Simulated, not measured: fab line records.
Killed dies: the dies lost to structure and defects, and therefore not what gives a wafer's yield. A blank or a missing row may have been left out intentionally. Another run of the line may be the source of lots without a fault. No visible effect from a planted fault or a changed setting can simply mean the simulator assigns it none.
Matching of chambers	flow nand_harc	NHARC_A_CHANNEL_HOLE_D2_DEP_01 on pecvd-01: 3 sister chambers
The step deposits SiON, target thk 140 nm. 6 wafers are shown with their chamber, then 8 later ones without.

## WAFERS, EACH WITH ITS CHAMBER
wafer	chamber	heater_power_w (W)
L081.5	2	850
L083.6	0	929
L087.3	2	860
L087.4	1	851
L087.6	0	970
L091.1	1	862

## WAFERS MISSING THEIR CHAMBER
wafer	heater_power_w (W)
L091.2	924
L091.3	877
L090.2	757
L090.4	977
L090.5	811
L094.1	844
L094.2	903
L094.3	949

## THE CHAMBER EACH PASSED THROUGH
wafer	from the rows above	in truth
L091.2	0	0
L091.3	can't be placed: 1 or 2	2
L090.2	can't be placed: 2 or 1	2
L090.4	0	0
L090.5	can't be placed: 2 or 1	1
L094.1	can't be placed: 2 or 1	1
L094.2	can't be placed: 0 or 1 or 2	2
L094.3	0	0
Correctly placed: 3 of 8. From these rows, 5 cannot be placed; in 5 the true chamber is one of the candidates. Number placed wrongly: 0.
How it was worked out, from the rows above alone: a wafer's distance from a chamber is the root of the sum, over the readings, of the square of ((its reading less the chamber's mean) divided by the reading's scatter). If the next closest chamber is less than 2 further off than the closest, the wafer can't be placed; otherwise it belongs to the closest. Each chamber's mean is taken over the wafers shown for it. The scatter: take each reading less its chamber's mean, square it, sum over the shown wafers, divide by the number of wafers less the number of chambers, and take the root.
